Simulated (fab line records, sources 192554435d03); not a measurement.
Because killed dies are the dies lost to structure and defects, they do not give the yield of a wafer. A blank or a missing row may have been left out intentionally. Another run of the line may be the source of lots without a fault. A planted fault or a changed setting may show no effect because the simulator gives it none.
Matching of chambers + flow n5_finfet + 4 sister chambers for N5_BEOL_M5_CMP_52 on cmp-02
The step polishes, stops on SiCOH lowk, t overpolish 6.9 s, target thk 62 nm. 4 wafers are shown with their chamber, then 8 later ones without.

## WAFERS PAIRED WITH THEIR CHAMBERS
| wafer  | chamber | motor_current_A (A) |
|--------|---------|---------------------|
| L083.2 | 1       | 5.9                 |
| L086.2 | 2       | 6.6                 |
| L086.5 | 3       | 6.4                 |
| L090.2 | 0       | 5.8                 |

## WAFERS WHOSE CHAMBER IS MISSING
| wafer  | motor_current_A (A) |
|--------|---------------------|
| L090.4 | 6.4                 |
| L090.6 | 6.4                 |
| L088.2 | 6.5                 |
| L088.3 | 6.9                 |
| L088.6 | 6.7                 |
| L093.2 | 6.2                 |
| L093.4 | 6.6                 |
| L093.6 | 6.0                 |

## THE CHAMBER EACH PASSED THROUGH
| wafer  | from the rows above               | in truth |
|--------|-----------------------------------|----------|
| L090.4 | can't be placed: 3 or 2           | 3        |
| L090.6 | can't be placed: 3 or 2           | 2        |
| L088.2 | can't be placed: 2 or 3           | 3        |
| L088.3 | can't be placed: 2 or 3           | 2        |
| L088.6 | can't be placed: 2 or 3           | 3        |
| L093.2 | can't be placed: 3 or 1 or 2 or 0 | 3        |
| L093.4 | can't be placed: 2 or 3           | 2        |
| L093.6 | can't be placed: 1 or 0           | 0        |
Correctly placed: 0 of 8. These rows do not allow placing 8 (true chamber among the candidates in 8). 0 placed wrongly.
How it was worked out, from the rows above alone: a wafer's distance from a chamber is the root of the sum, over the readings, of the square of ((its reading less the chamber's mean) divided by the reading's scatter). The wafer belongs to the nearest chamber; if the next one is less than 2 further off, it can't be placed. Each chamber's mean is taken over the wafers shown for it. The scatter: with one shown wafer a chamber, the root of the mean of the squares of how far each hidden wafer lies from its nearest shown one.
